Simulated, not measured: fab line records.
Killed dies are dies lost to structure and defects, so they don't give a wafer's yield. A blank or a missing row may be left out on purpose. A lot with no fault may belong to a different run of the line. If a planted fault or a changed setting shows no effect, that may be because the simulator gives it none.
3 desks looking at one fault | flow nandHarc | every desk sees just its own numbers, and what lay behind them comes last

THE DEFECT DESK
Counts from the inspections along the route, per lot, as means over the sampled wafers that have a number. Marked OUT: a lot whose mean sits more than 4 standard deviations from the usual mean, which makes it out of limits; the brackets give that distance.
Columns: A = rawDefectCount at NHARC_A_M1_INSPECT_11, usual 89
lot  | first seen here | A
L754 | day 23 08:00    | 113
L757 | day 23 15:45    | 122
L755 | day 23 17:14    | 90
L756 | day 23 19:45    | 54
L758 | day 24 14:08    | 122
L760 | day 25 17:44    | 70
L762 | day 26 22:29    | 145
L763 | day 27 01:12    | 79
L766 | day 27 10:24    | 94
L774 | day 31 12:17    | 102
L776 | day 33 01:04    | 45
Finding of this desk: none of the 11 lots has anything out of limits.

TOOL OWNER'S DESK, lithoTrack-06
The tool's own readings at NHARC_A_M1_PEB_07 (peb time 65 s): means of the sampled wafers that have a number, for each lot that ran on this tool. Marked OUT: a lot whose mean sits more than 4 standard deviations from the usual mean, which makes it out of limits; the brackets give that distance.
Columns: A = chillPlateTempC at NHARC_A_M1_PEB_07, usual 22.99 C; B = heaterPowerTotalW at NHARC_A_M1_PEB_07, usual 156.6 W; C = plateTempC at NHARC_A_M1_PEB_07, usual 100.01 C
lot  | first seen here | A     | B                | C
L757 | day 23 15:33    | 22.93 | 156.6            | 100.01
L755 | day 23 17:01    | 23.09 | 156.6            | 99.98
L760 | day 25 17:31    | 22.79 | 156.9            | 99.95
L763 | day 27 00:59    | 23.01 | 156.2            | 99.78
L774 | day 31 12:04    | 23.14 | 155.6            | 99.38 (-4.5) OUT
L776 | day 33 00:52    | 23.06 | 154.7 (-4.4) OUT | 99.16 (-6.1) OUT
This desk's finding: out of limits on L774, L776; first on L774, day 31 12:04 (plateTempC at NHARC_A_M1_PEB_07). L757, L755, L760, L763: within limits.

THE METROLOGY DESK
What the gauges read, lot by lot, whatever tool the lot ran on: means of the sampled wafers that have a number. Marked OUT: a lot whose mean sits more than 4 standard deviations from the usual mean, which makes it out of limits; the brackets give that distance.
Columns: A = thkNm at NHARC_A_M0_THK_MEAS_24, usual 113.6 nm; B = cdNm at NHARC_A_M1_CD_MEAS_09, usual 120.3 nm
lot  | first seen here | A     | B
L754 | day 23 06:17    | 113.8 | 120.0
L757 | day 23 14:05    | 112.3 | 120.3
L755 | day 23 15:33    | 115.2 | 120.4
L756 | day 23 18:12    | 112.7 | 120.6
L758 | day 24 12:35    | 113.2 | 120.1
L760 | day 25 15:55    | 112.8 | 119.3
L762 | day 26 20:56    | 113.0 | 119.6
L763 | day 26 23:38    | 113.0 | 120.2
L766 | day 27 08:49    | 115.8 | 121.5
L774 | day 31 10:35    | 113.1 | 116.5 (-5.7) OUT
L776 | day 32 23:23    | 113.8 | 118.1
This desk's finding: out of limits on L774; first on L774, day 31 12:09 (cdNm at NHARC_A_M1_CD_MEAS_09). L754, L757, L755, L756, L758, L760, L762, L763, L766, L776: within limits.

PUT TOGETHER
An alarm could have come from the tool owner's desk at day 31 12:04, on L774, L776.
An alarm was possible from the metrology desk at day 31 12:09, on L774.
Nothing the defect desk looked at was out of limits.
The defect desk has L774, L776 on record, within its limits.
The metrology desk has L776 on record, within its limits.
Of the lots named, all ran NHARC_A_M1_PEB_07 on lithoTrack-06.

WHAT WAS PUT IN BY THE SIMULATOR
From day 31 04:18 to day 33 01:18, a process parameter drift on lithoTrack-06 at NHARC_A_M1_PEB_07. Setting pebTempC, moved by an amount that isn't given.
Shown lots that were struck: L774, L776.
Time in hours from fault onset to the first out-of-limits reading at each desk: tool owner's desk 8, metrology desk 8.
